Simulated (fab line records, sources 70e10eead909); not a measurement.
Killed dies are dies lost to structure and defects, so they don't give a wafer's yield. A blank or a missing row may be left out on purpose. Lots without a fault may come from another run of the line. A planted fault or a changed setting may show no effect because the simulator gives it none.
Chamber matching | flow nand_harc | NHARC_A_STAIRCASE_ALD_415 on ald_hk-04: 4 sister chambers
The step deposits SiO2, target thk 30 nm, pulse time 6 s, ald cycles 300. 14 wafers are shown with their chamber, then 7 later ones without.

WAFERS WITH THEIR CHAMBER
wafer  | chamber | heater_power_outer_w (W) | heater_power_w (W) | precursor_pulse_height_rel
L076.4 | 1       | 305                      | 539                | 0.999
L076.5 | 1       | 301                      | 549                | 0.972
L076.6 | 0       | 296                      | 533                | 1.026
L078.2 | 2       | 315                      | 556                | 0.999
L078.4 | 1       | 296                      | 533                | 1.028
L078.6 | 1       | 306                      | 542                | 0.975
L082.1 | 2       | 334                      | 561                | 0.959
L082.4 | 0       | 282                      | 531                | 0.993
L082.6 | 2       | 315                      | 542                | 1.030
L086.3 | 0       | 287                      | 539                | 1.017
L086.4 | 3       | 265                      | 482                | 1.003
L086.6 | 1       | 279                      | 515                | 0.973
L089.2 | 3       | 262                      | 504                | 0.986
L089.3 | 1       | 282                      | 522                | 1.026

SIGNATURES (means of the wafers above)
reading                    | chamber 0 | chamber 1 | chamber 2 | chamber 3 | scatter within a chamber
heater_power_outer_w       | 288.33    | 294.83    | 321.33    | 263.50    | 10.1
heater_power_w             | 534.33    | 533.33    | 553.00    | 493.00    | 11.3
precursor_pulse_height_rel | 1.01200   | 0.99550   | 0.99600   | 0.99450   | 0.026
Rule: a wafer's distance from a chamber is the root of the sum, over the readings, of the square of ((its reading less the chamber's mean) divided by the reading's scatter). The wafer belongs to the nearest chamber; if the next one is less than 2 further off, it can't be placed. The scatter: the root of (the sum of the squares of (reading less its chamber's mean) over the shown wafers, divided by (wafers less chambers)).

WAFERS WITHOUT THEIR CHAMBER
wafer  | heater_power_outer_w (W) | heater_power_w (W) | precursor_pulse_height_rel
L089.5 | 319                      | 543                | 0.983
L088.2 | 280                      | 518                | 1.010
L088.5 | 282                      | 512                | 1.003
L088.6 | 285                      | 530                | 1.004
L092.4 | 334                      | 549                | 0.973
L092.5 | 264                      | 511                | 1.056
L092.6 | 324                      | 561                | 1.017

WHICH CHAMBER EACH WENT THROUGH
wafer  | from the rows above          | in truth
L089.5 | can't be placed: 2 or 1      | 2
L088.2 | can't be placed: 0 or 1 or 3 | 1
L088.5 | can't be placed: 0 or 1 or 3 | 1
L088.6 | can't be placed: 0 or 1      | 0
L092.4 | 2                            | 2
L092.5 | can't be placed: 3 or 0 or 1 | 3
L092.6 | 2                            | 2
Placed correctly: 2 of 7. Can't be placed from these rows: 5 (the true chamber is among the candidates in 5). Placed wrongly: 0.
